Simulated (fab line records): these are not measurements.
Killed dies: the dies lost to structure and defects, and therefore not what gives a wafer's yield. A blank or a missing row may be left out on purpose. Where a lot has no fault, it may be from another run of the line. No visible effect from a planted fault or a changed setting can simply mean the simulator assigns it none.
Chamber matching :: flow nand harc :: cmp-01 running NHARC_P_BONDPAD_CMP_19: 4 sister chambers
The step polishes, t overpolish 30 s, cu recess touch 16 s, target thk 160.81 nm. 8 wafers are shown with their chamber, then 7 later ones without.

== WAFERS, EACH WITH ITS CHAMBER ==
wafer: L524.4
chamber: 2
motor current A (A): 11.7
overpolish run s (s): 29.994

wafer: L529.1
chamber: 0
motor current A (A): 12.8
overpolish run s (s): 29.996

wafer: L529.6
chamber: 0
motor current A (A): 12.3
overpolish run s (s): 29.992

wafer: L535.2
chamber: 2
motor current A (A): 12.7
overpolish run s (s): 29.996

wafer: L535.3
chamber: 3
motor current A (A): 12.4
overpolish run s (s): 30.013

wafer: L535.4
chamber: 1
motor current A (A): 11.3
overpolish run s (s): 30.010

wafer: L538.1
chamber: 1
motor current A (A): 11.8
overpolish run s (s): 30.007

wafer: L538.4
chamber: 3
motor current A (A): 12.6
overpolish run s (s): 30.009

== WAFERS MISSING THEIR CHAMBER ==
wafer: L538.6
motor current A (A): 12.0
overpolish run s (s): 30.001

wafer: L542.2
motor current A (A): 12.2
overpolish run s (s): 30.004

wafer: L542.3
motor current A (A): 12.5
overpolish run s (s): 29.995

wafer: L542.5
motor current A (A): 12.1
overpolish run s (s): 30.009

wafer: L543.3
motor current A (A): 12.2
overpolish run s (s): 29.987

wafer: L543.5
motor current A (A): 11.3
overpolish run s (s): 29.991

wafer: L543.6
motor current A (A): 13.0
overpolish run s (s): 29.994

== CHAMBER TAKEN BY EACH ==
wafer: L538.6
from the rows above: can't be placed: 2 or 0 or 1 or 3
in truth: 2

wafer: L542.2
from the rows above: can't be placed: 1 or 3 or 2 or 0
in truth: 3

wafer: L542.3
from the rows above: can't be placed: 0 or 2
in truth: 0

wafer: L542.5
from the rows above: can't be placed: 3 or 1
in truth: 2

wafer: L543.3
from the rows above: can't be placed: 0 or 2
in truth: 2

wafer: L543.5
from the rows above: can't be placed: 2 or 0
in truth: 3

wafer: L543.6
from the rows above: can't be placed: 0 or 2
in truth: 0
Placed correctly: 0 of 7. These rows do not allow placing 7 (true chamber among the candidates in 5). 0 placed wrongly.
How it was worked out, from the rows above alone: a wafer's distance from a chamber is the root of the sum, over the readings, of the square of ((its reading less the chamber's mean) divided by the reading's scatter). The wafer belongs to the nearest chamber; if the next one is less than 2 further off, it can't be placed. Each chamber's mean is taken over the wafers shown for it. The scatter is the square root of a quotient: the sum, over the shown wafers, of each reading's squared deviation from its chamber's mean, divided by wafers minus chambers.
